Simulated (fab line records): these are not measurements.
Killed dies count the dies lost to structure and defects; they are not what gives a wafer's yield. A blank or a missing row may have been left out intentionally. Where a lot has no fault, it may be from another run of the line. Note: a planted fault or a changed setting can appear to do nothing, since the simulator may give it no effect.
Which of the tools did it?	flow nand-harc	24 lots, 72 wafers sampled, at 6 steps of a route of 1159

WHAT THE GAUGES SHOWED, per wafer
The record holds no reading of a measuring or inspecting step that can be judged against a usual standard deviation.

TOOL THAT RAN EACH LOT (tool first, then ch and the chambers of the sampled wafers, then the start)
lot	NHARC_A_STAIRCASE_STRIP_316	NHARC_A_STAIRCASE_ALD_415	NHARC_A_STAIRCASE_STRIP_446	NHARC_A_STAIRCASE_ETCHBACK_157	NHARC_A_SGD_CUT_DEP_00	NHARC_A_SLIT_DEP_00
L074	rie-diel-01 ch 0,2,3, day 12 06:25 or earlier	ald-hk-02 ch 0,1,2, day 12 06:25	plasma-asher-01 ch 0,1, day 14 02:07	rie-diel-08 ch 1,2,3, day 14 03:57	pecvd-03 ch 0,1,2, day 14 05:09	acl-dep-02 ch 0, day 14 12:10
L075	rie-diel-01 ch 0,1,3, day 12 08:51 or earlier	ald-hk-01 ch 0,1,3, day 12 08:51	plasma-asher-02 ch 0,1, day 14 01:40	rie-diel-08 ch 0,1,2, day 14 03:20	pecvd-02 ch 1,2, day 14 04:26	acl-dep-01 ch 0, day 14 12:44
L078	rie-diel-01 ch 0,1, day 12 17:05 or earlier	ald-hk-01 ch 0,1,3, day 12 17:05	plasma-asher-01 ch 0,1, day 14 10:24	rie-diel-01 ch 2,3, day 14 12:10	pecvd-03 ch 0,1, day 14 13:08	acl-dep-03 ch 0, day 14 21:03
L077	rie-diel-02 ch 0,2,3, day 12 18:24 or earlier	ald-hk-03 ch 0,1,3, day 12 18:24	plasma-asher-01 ch 0,1, day 14 12:16	rie-diel-02 ch 0,1,3, day 14 13:58	pecvd-02 ch 0,1, day 14 15:01	acl-dep-02 ch 0, day 14 21:41
L076	rie-diel-02 ch 2,3, day 12 22:37 or earlier	ald-hk-01 ch 1,2,3, day 12 22:37	plasma-asher-02 ch 0,1, day 14 18:01	rie-diel-08 ch 2,3, day 14 19:51	pecvd-04 ch 0,2, day 14 21:54	acl-dep-01 ch 0, day 15 11:18
L079	rie-diel-08 ch 0,1,3, day 13 02:25 or earlier	ald-hk-01 ch 0,1, day 13 02:25	plasma-asher-01 ch 0,1, day 14 22:22	rie-diel-08 ch 2,3, day 15 00:06	pecvd-03 ch 0,1,2, day 15 01:32	acl-dep-02 ch 0, day 15 09:12
L081	rie-diel-02 ch 1,2, day 13 21:16 or earlier	ald-hk-03 ch 0,1, day 13 21:16	plasma-asher-02 ch 0,1, day 15 16:32	rie-diel-01 ch 0,1,3, day 15 18:18	pecvd-02 ch 0,1,2, day 15 19:16	acl-dep-01 ch 0, day 16 04:38
L080	rie-diel-02 ch 0,1,3, day 14 03:47 or earlier	ald-hk-02 ch 0,1,2, day 14 03:47	plasma-asher-02 ch 0,1, day 15 20:43	rie-diel-08 ch 1,2, day 15 22:26	pecvd-02 ch 1,2, day 15 23:28	acl-dep-02 ch 0, day 16 04:55
L084	rie-diel-02 ch 1,2, day 14 06:05 or earlier	ald-hk-01 ch 1,2, day 14 06:05	plasma-asher-01 ch 0,1, day 15 20:41	rie-diel-02 ch 0,1,3, day 15 22:23	pecvd-04 ch 0,1,2, day 15 23:32	acl-dep-03 ch 0, day 16 05:39
L083	rie-diel-08 ch 0,1, day 14 07:29 or earlier	ald-hk-01 ch 1,2, day 14 07:29	plasma-asher-01 ch 0,1, day 15 20:51	rie-diel-01 ch 1,3, day 15 22:37	pecvd-03 ch 1,2, day 15 23:51	acl-dep-03 ch 0, day 16 08:34
L082	rie-diel-02 ch 0,3, day 14 08:57 or earlier	ald-hk-02 ch 1,3, day 14 08:57	plasma-asher-02 ch 0,1, day 15 22:19	rie-diel-02 ch 0,1,2, day 16 00:08	pecvd-03 ch 1,2, day 16 01:07	acl-dep-02 ch 0, day 16 08:49
L088	rie-diel-01 ch 0,1, day 15 05:41 or earlier	ald-hk-02 ch 0,1,2, day 15 05:41	plasma-asher-02 ch 0,1, day 16 22:28	rie-diel-01 ch 1,2, day 17 00:10	pecvd-03 ch 0,1,2, day 17 01:32	acl-dep-03 ch 0, day 17 09:25
L087	rie-diel-08 ch 0,1,3, day 15 08:17 or earlier	ald-hk-02 ch 0,2,3, day 15 08:17	plasma-asher-01 ch 1, day 16 22:17	rie-diel-01 ch 0,2,3, day 17 00:01	pecvd-02 ch 0,1,2, day 17 01:26	acl-dep-02 ch 0, day 17 09:28
L085	rie-diel-08 ch 0,1,2, day 15 15:00 or earlier	ald-hk-03 ch 0,1,2, day 15 15:00	plasma-asher-02 ch 0,1, day 17 11:35	rie-diel-02 ch 0,2,3, day 17 13:20	pecvd-03 ch 0,1,2, day 17 14:16	acl-dep-02 ch 0, day 17 23:53
L086	rie-diel-01 ch 0,1, day 15 16:05 or earlier	ald-hk-01 ch 2,3, day 15 16:05	plasma-asher-01 ch 0,1, day 17 11:25	rie-diel-02 ch 0,1, day 17 13:08	pecvd-02 ch 1,2, day 17 14:11	acl-dep-01 ch 0, day 17 22:34
L090	rie-diel-01 ch 1,3, day 16 00:04 or earlier	ald-hk-03 ch 0,2,3, day 16 00:04	plasma-asher-02 ch 0,1, day 17 18:39	rie-diel-02 ch 0,2,3, day 17 20:20	pecvd-04 ch 0,1,2, day 17 21:28	acl-dep-01 ch 0, day 18 07:08
L089	rie-diel-01 ch 1,2, day 16 01:54 or earlier	ald-hk-03 ch 0,2, day 16 01:54	plasma-asher-02 ch 0,1, day 17 19:32	rie-diel-02 ch 1,2,3, day 17 21:12	pecvd-04 ch 0,2, day 17 22:19	acl-dep-01 ch 0, day 18 10:58
L092	rie-diel-01 ch 0,1, day 16 03:29 or earlier	ald-hk-02 ch 0,1,2, day 16 03:29	plasma-asher-01 ch 0,1, day 17 18:03	rie-diel-02 ch 0,1,2, day 17 19:47	pecvd-04 ch 0,1,2, day 17 20:55	acl-dep-02 ch 0, day 18 07:28
L091	rie-diel-08 ch 1,2,3, day 16 04:48 or earlier	ald-hk-01 ch 0,1,2, day 16 04:48	plasma-asher-02 ch 0,1, day 17 18:19	rie-diel-08 ch 0,1,2, day 17 20:02	pecvd-03 ch 0,1,2, day 17 21:13	acl-dep-02 ch 0, day 18 09:25
L094	rie-diel-01 ch 0,1, day 16 20:37 or earlier	ald-hk-01 ch 0,1,3, day 16 20:37	plasma-asher-02 ch 0,1, day 18 16:18	rie-diel-01 ch 1,2, day 18 17:59	pecvd-02 ch 0,1,2, day 18 18:59	acl-dep-02 ch 0, day 19 06:05
L093	rie-diel-02 ch 2,3, day 16 23:26 or earlier	ald-hk-02 ch 1,2, day 16 23:26	plasma-asher-01 ch 0, day 18 17:01	rie-diel-01 ch 1,2,3, day 18 18:43	pecvd-02 ch 0,2, day 18 19:41	acl-dep-01 ch 0, day 19 06:57
L095	rie-diel-08 ch 0,2,3, day 16 23:28 or earlier	ald-hk-03 ch 0,1,3, day 16 23:28	plasma-asher-02 ch 0,1, day 18 15:41	rie-diel-01 ch 0,2,3, day 18 17:20	pecvd-04 ch 1,2, day 18 18:43	acl-dep-01 ch 0, day 19 05:40
L096	rie-diel-02 ch 1,2, day 17 01:42 or earlier	ald-hk-02 ch 1,2,3, day 17 01:42	plasma-asher-01 ch 0,1, day 18 15:50	rie-diel-08 ch 0,1,2, day 18 17:31	pecvd-02 ch 0,1,2, day 18 18:43	acl-dep-03 ch 0, day 19 05:53
L097	rie-diel-08 ch 0,1,3, day 17 14:03 or earlier	ald-hk-03 ch 1,2,3, day 17 14:03	plasma-asher-01 ch 0,1, day 19 13:41	rie-diel-08 ch 0,3, day 19 15:17	pecvd-02 ch 0,1, day 19 16:15	acl-dep-03 ch 0, day 20 02:58
- NHARC_A_STAIRCASE_STRIP_316: strips in O2.
- NHARC_A_STAIRCASE_ALD_415: deposits SiO2, target thk 30 nm, pulse time 6 s, ald cycles 300.
- NHARC_A_STAIRCASE_STRIP_446: strips in O2.
- NHARC_A_STAIRCASE_ETCHBACK_157: etches the open film in CH3F/O2, target depth 90 nm, time 167.14 s.
- NHARC_A_SGD_CUT_DEP_00: deposits SiNx, target thk 50 nm.
- NHARC_A_SLIT_DEP_00: deposits aC, target thk 3200 nm.

WHAT THE TOOLS THEMSELVES READ (means of the sampled wafers that have a number; where no wafer has one, the mark that the record gives instead)
NHARC_A_STAIRCASE_STRIP_316. Usual: drypump-motor-current-A 5.8 A, standard deviation 0.45; mfc-ar-sccm 0.017 sccm, standard deviation 0.016; oes-product-au 0.998 a.u., standard deviation 0.012; rf-vpp-V 57.7 V, standard deviation 0.86; showerhead-plenum-p-Torr 3.49 Torr, standard deviation 0.11; throttle-valve-pct 17.037 %, standard deviation 0.01.
lot	tool	drypump-motor-current-A (A)	mfc-ar-sccm (sccm)	oes-product-au (a.u.)	rf-vpp-V (V)	showerhead-plenum-p-Torr (Torr)	throttle-valve-pct (%)	flag
L074	rie-diel-01	6.0	0.022	0.981	57.5	3.42	17.033	
L075	rie-diel-01	6.0	0.011	0.999	57.1	3.47	17.041	
L078	rie-diel-01	6.3	0.013	0.986	57.8	3.50	17.033	
L077	rie-diel-02	5.7	0.026	1.019	58.0	3.49	17.035	
L076	rie-diel-02	6.0	0.029	0.998	57.6	3.44	17.044	
L079	rie-diel-08	5.5	0.006	0.991	57.4	3.47	17.034	
L081	rie-diel-02	6.0	0.019	0.995	58.3	3.55	17.035	
L080	rie-diel-02	5.8	0.013	1.013	57.8	3.57	17.040	
L084	rie-diel-02	6.0	0.019	0.989	57.4	3.55	17.036	
L083	rie-diel-08	5.7	0.006	0.997	57.3	3.37	17.034	
L082	rie-diel-02	5.5	0.023	1.014	57.6	3.54	17.038	
L088	rie-diel-01	6.0	0.007	1.016	57.9	3.55	17.044	
L087	rie-diel-08	5.5	0.006	0.996	57.2	3.46	17.044	
L085	rie-diel-08	5.7	0.017	0.999	57.4	3.46	17.039	
L086	rie-diel-01	6.3	0.013	1.003	57.5	3.49	17.025	
L090	rie-diel-01	5.6	0.008	0.984	58.4	3.42	17.031	
L089	rie-diel-01	5.9	0.023	0.990	58.1	3.51	17.038	
L092	rie-diel-01	6.0	0.007	1.017	57.6	3.55	17.045	
L091	rie-diel-08	5.4	0.017	0.995	57.9	3.54	17.042	
L094	rie-diel-01	6.3	0.013	1.002	57.6	3.49	17.047	
L093	rie-diel-02	6.1	0.015	0.997	58.3	3.46	17.041	
L095	rie-diel-08	5.8	0.011	1.003	57.7	3.51	17.043	
L096	rie-diel-02	5.9	0.031	0.985	57.5	3.46	17.036	
L097	rie-diel-08	5.5	0.006	0.998	58.1	3.44	17.049	

NHARC_A_STAIRCASE_ALD_415. Usual: heater-power-w 467 W, standard deviation 36; precursor-pulse-height-rel 1.000, standard deviation 0.021.
lot	tool	heater-power-w (W)	precursor-pulse-height-rel	flag
L074	ald-hk-02	498	0.990	
L075	ald-hk-01	481	1.004	
L078	ald-hk-01	479	0.997	
L077	ald-hk-03	436	1.001	
L076	ald-hk-01	485	1.002	
L079	ald-hk-01	461	0.976	
L081	ald-hk-03	412	0.988	
L080	ald-hk-02	460	1.007	
L084	ald-hk-01	493	0.980	
L083	ald-hk-01	487	1.015	
L082	ald-hk-02	466	1.007	
L088	ald-hk-02	471	0.999	
L087	ald-hk-02	474	1.019	
L085	ald-hk-03	444	0.998	
L086	ald-hk-01	495	0.984	
L090	ald-hk-03	479	0.995	
L089	ald-hk-03	485	1.000	
L092	ald-hk-02	471	0.993	
L091	ald-hk-01	476	1.020	
L094	ald-hk-01	479	1.015	
L093	ald-hk-02	448	0.990	
L095	ald-hk-03	434	0.999	
L096	ald-hk-02	459	1.001	
L097	ald-hk-03	440	0.976	

NHARC_A_STAIRCASE_STRIP_446. Usual: drypump-motor-current-A 5.8 A, standard deviation 0.38; heater-power-w 303 W, standard deviation 7.
lot	tool	drypump-motor-current-A (A)	heater-power-w (W)	flag
L074	plasma-asher-01	5.8	297	
L075	plasma-asher-02	5.6	301	
L078	plasma-asher-01	5.6	304	
L077	plasma-asher-01	5.6	308	
L076	plasma-asher-02	6.0	303	
L079	plasma-asher-01	5.6	306	
L081	plasma-asher-02	6.0	308	
L080	plasma-asher-02	5.6	300	
L084	plasma-asher-01	5.8	302	
L083	plasma-asher-01	5.8	303	
L082	plasma-asher-02	5.6	299	
L088	plasma-asher-02	6.0	298	
L087	plasma-asher-01	5.5	308	
L085	plasma-asher-02	6.0	307	
L086	plasma-asher-01	5.8	297	
L090	plasma-asher-02	5.6	301	
L089	plasma-asher-02	6.0	302	
L092	plasma-asher-01	5.6	307	
L091	plasma-asher-02	5.6	307	
L094	plasma-asher-02	5.6	303	
L093	plasma-asher-01	5.9	298	
L095	plasma-asher-02	5.6	303	
L096	plasma-asher-01	5.6	303	
L097	plasma-asher-01	5.6	303	

NHARC_A_STAIRCASE_ETCHBACK_157. Usual: drypump-motor-current-A 5.8 A (standard deviation 0.43); mfc-ar-sccm 199.9 sccm (standard deviation 0.6); oes-product-au 0.97 a.u. (standard deviation 0.032); rf-fwd-power-W 498.0 W (standard deviation 1.6); rf-vpp-V 243.9 V (standard deviation 1.3); showerhead-plenum-p-Torr 2.43 Torr (standard deviation 0.078); throttle-valve-pct 20.662 % (standard deviation 0.0089).
lot	tool	drypump-motor-current-A (A)	mfc-ar-sccm (sccm)	oes-product-au (a.u.)	rf-fwd-power-W (W)	rf-vpp-V (V)	showerhead-plenum-p-Torr (Torr)	throttle-valve-pct (%)	flag
L074	rie-diel-08	5.4	200.1	1.00	496.2	244.6	2.48	20.665	
L075	rie-diel-08	5.7	199.8	0.99	498.6	244.6	2.41	20.666	
L078	rie-diel-01	5.6	200.8	0.99	498.6	242.8	2.35	20.664	
L077	rie-diel-02	5.8	199.5	0.94	498.3	244.8	2.48	20.672	
L076	rie-diel-08	5.7	199.7	1.00	498.1	244.6	2.52	20.665	
L079	rie-diel-08	5.5	200.4	0.99	497.2	245.3	2.52	20.661	
L081	rie-diel-01	5.9	199.4	1.00	496.8	244.4	2.41	20.659	
L080	rie-diel-08	5.6	200.0	0.92	498.3	244.5	2.47	20.661	
L084	rie-diel-02	5.8	199.9	1.00	498.4	243.9	2.48	20.658	
L083	rie-diel-01	5.6	200.0	1.00	499.4	243.1	2.38	20.659	
L082	rie-diel-02	5.7	199.9	1.00	498.0	244.0	2.45	20.667	
L088	rie-diel-01	5.8	200.2	1.01	499.2	243.8	2.48	20.663	
L087	rie-diel-01	6.0	200.5	0.94	497.1	244.1	2.37	20.661	
L085	rie-diel-02	5.7	200.7	0.99	497.2	242.9	2.41	20.656	
L086	rie-diel-02	5.4	199.8	0.99	497.0	244.9	2.48	20.663	
L090	rie-diel-02	5.7	199.5	0.93	499.1	244.7	2.41	20.668	
L089	rie-diel-02	6.0	199.8	0.91	498.8	244.1	2.44	20.658	
L092	rie-diel-02	5.6	199.7	0.95	497.7	244.4	2.44	20.657	
L091	rie-diel-08	5.7	199.7	0.92	498.1	242.9	2.40	20.669	
L094	rie-diel-01	5.8	199.2	1.00	497.3	243.1	2.44	20.655	
L093	rie-diel-01	5.7	199.0	0.95	498.0	243.4	2.40	20.665	
L095	rie-diel-01	6.0	200.2	0.93	495.7	243.7	2.36	20.659	
L096	rie-diel-08	5.7	199.0	1.00	498.8	244.1	2.39	20.661	
L097	rie-diel-08	5.8	200.0	1.00	497.8	242.0	2.37	20.658	

NHARC_A_SGD_CUT_DEP_00. Usual: heater-power-w 688 W, standard deviation 99; rf-fwd-power-W 447.5 W, standard deviation 1.8.
lot	tool	heater-power-w (W)	rf-fwd-power-W (W)	flag
L074	pecvd-03	705	446.8	
L075	pecvd-02	597	447.3	
L078	pecvd-03	624	447.7	
L077	pecvd-02	678	446.0	
L076	pecvd-04	681	447.2	
L079	pecvd-03	716	446.8	
L081	pecvd-02	716	448.6	
L080	pecvd-02	601	447.2	
L084	pecvd-04	639	447.8	
L083	pecvd-03	793	447.1	
L082	pecvd-03	805	446.7	
L088	pecvd-03	727	449.8	
L087	pecvd-02	704	446.9	
L085	pecvd-03	739	447.5	
L086	pecvd-02	645	447.6	
L090	pecvd-04	662	447.2	
L089	pecvd-04	671	447.0	
L092	pecvd-04	657	449.2	
L091	pecvd-03	708	448.8	
L094	pecvd-02	683	447.4	
L093	pecvd-02	743	446.4	
L095	pecvd-04	606	448.4	
L096	pecvd-02	699	447.1	
L097	pecvd-02	705	446.3	

NHARC_A_SLIT_DEP_00. Usual: throttle-valve-pct 34.999 %, standard deviation 0.009.
lot	tool	throttle-valve-pct (%)	flag
L074	acl-dep-02	34.998	
L075	acl-dep-01	34.994	
L078	acl-dep-03	34.995	
L077	acl-dep-02	35.001	
L076	acl-dep-01	35.005	
L079	acl-dep-02	34.997	
L081	acl-dep-01	35.005	
L080	acl-dep-02	34.996	
L084	acl-dep-03	35.005	
L083	acl-dep-03	34.996	
L082	acl-dep-02	34.998	
L088	acl-dep-03	34.996	
L087	acl-dep-02	34.990	
L085	acl-dep-02	34.998	
L086	acl-dep-01	34.991	
L090	acl-dep-01	34.996	
L089	acl-dep-01	34.989	
L092	acl-dep-02	35.004	
L091	acl-dep-02	35.010	
L094	acl-dep-02	35.004	
L093	acl-dep-01	34.999	
L095	acl-dep-01	35.001	
L096	acl-dep-03	34.997	
L097	acl-dep-03	34.999	

THE ANSWER, worked out from the rows above alone
Rule: lot off if the mean of its wafers having a number is beyond 3 standard deviations from the usual mean. A lot without any number at a reading at which 4 lots or more have one is off too. Any other lot the step has rows for is counted as sound. First the gauges in route order, then the tools' own readings, where a lot's mean is used as printed above. At the first step where some lot is off, the reading lying furthest off is the one used; lots without a number count as furthest.
Nothing can be told from this: no lot is off at any reading shown.

WHAT WAS PUT IN BY THE SIMULATOR
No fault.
